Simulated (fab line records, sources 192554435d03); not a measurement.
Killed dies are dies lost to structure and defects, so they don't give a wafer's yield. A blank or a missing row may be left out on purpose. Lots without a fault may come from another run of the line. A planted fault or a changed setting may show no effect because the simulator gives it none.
Split-lot experiment | flow n5_finfet | 7 lots, 21 wafers read, on a route of 1938 steps

THE SPLIT
At N5_HKMG_FIN_EXPOSE_09 (exposes mask NWFM), the setting dose_mj was moved away from the recipe's 39.25 on 4 of the 21 wafers read, by -6.9% to +3.7%. The other wafers ran this setting at the recipe's value.

FROM THE SPLIT TO THE READING: what the file shows between them, 2 steps
- N5_HKMG_FIN_PEB_10: peb time 60 s
- N5_HKMG_FIN_DEVELOP_11: develop time 30 s

THE READING
cd_nm, in nm, at N5_HKMG_FIN_CD_MEAS_12 (target cd 92.8 nm). Fault-free wafers of this fab line usually give 93.3 nm, standard deviation 0.79 nm.

wafer  | tool, chamber at the split | dose_mj as run | against the recipe | cd_nm, nm | against lot-mates on the recipe
L077.1 | arfi_scanner-03, 0         | 39.25          | recipe             | 92.9      | -
L077.3 | arfi_scanner-03, 0         | 39.25          | recipe             | 92.7      | -
L077.5 | arfi_scanner-03, 0         | 39.25          | recipe             | 93.6      | -
L078.2 | arfi_scanner-02, 0         | 39.25          | recipe             | 93.3      | -
L078.3 | arfi_scanner-02, 0         | 37.06          | -5.6%              | 89.5      | -3.8
L078.5 | arfi_scanner-02, 0         | 37.06          | -5.6%              | 89.8      | -3.5
L085.2 | arfi_scanner-03, 0         | 39.25          | recipe             | 94.1      | -
L085.4 | arfi_scanner-03, 0         | 40.72          | +3.7%              | 97.0      | +3.3
L085.5 | arfi_scanner-03, 0         | 39.25          | recipe             | 93.2      | -
L086.1 | arfi_scanner-02, 0         | 39.25          | recipe             | 93.4      | -
L086.3 | arfi_scanner-02, 0         | 39.25          | recipe             | 93.4      | -
L086.4 | arfi_scanner-02, 0         | 39.25          | recipe             | 92.9      | -
L089.2 | arfi_scanner-01, 0         | 39.25          | recipe             | 93.6      | -
L089.3 | arfi_scanner-01, 0         | 39.25          | recipe             | 92.8      | -
L089.5 | arfi_scanner-01, 0         | 39.25          | recipe             | 93.5      | -
L091.2 | arfi_scanner-02, 0         | 39.25          | recipe             | 94.2      | -
L091.4 | arfi_scanner-02, 0         | 39.25          | recipe             | 93.0      | -
L091.5 | arfi_scanner-02, 0         | 39.25          | recipe             | 93.9      | -
L095.1 | arfi_scanner-01, 0         | 39.25          | recipe             | 93.6      | -
L095.3 | arfi_scanner-01, 0         | 36.54          | -6.9%              | 88.0      | -5.1
L095.6 | arfi_scanner-01, 0         | 39.25          | recipe             | 92.6      | -

THE FIT
A straight line over all 21 wafers: cd_nm changes by +0.749 nm for each +1% of dose_mj; r = +0.96; the points scatter about the line by 0.5 nm.
The same after taking each lot's own level away (the mean of its wafers on the recipe; 21 wafers): +0.721 nm for each +1%; r = +0.97; scatter 0.42 nm.
On that fit, the largest move of dose_mj shifts the reading by 5 nm.
The lots' own levels span 93.07 to 93.70 nm, that is 0.8 times the standard deviation above.
So the lot-to-lot level changes the slope little: the two slopes agree.
Check: with one of the wafers moved furthest among these (-6.9%) left out of the fit, the line predicts -4.8 nm for it against its lot-mates. It came out at -5.1 nm against them.

OTHER SPLITS ON THESE WAFERS
These wafers also went through other splits before the reading. Each is held against what the fit with the lots' levels taken away leaves over:
other split on the same wafers | wafers away from the commonest value | r with cd_nm (lot level and that fit taken away)
N5_SDB_COAT_05 spin_rpm        | 9                                    | +0.17
N5_HKMG_FIN_ETCH_55 bias_w     | 6                                    | -0.12
N5_HKMG_FIN_CVD_62 temp_c      | 8                                    | +0.29
N5_HKMG_FIN_COAT_06 spin_rpm   | 7                                    | +0.08

THE FILE'S OWN FIT
cd_nm changes by +0.737 nm for each +1% of dose_mj, r = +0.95.
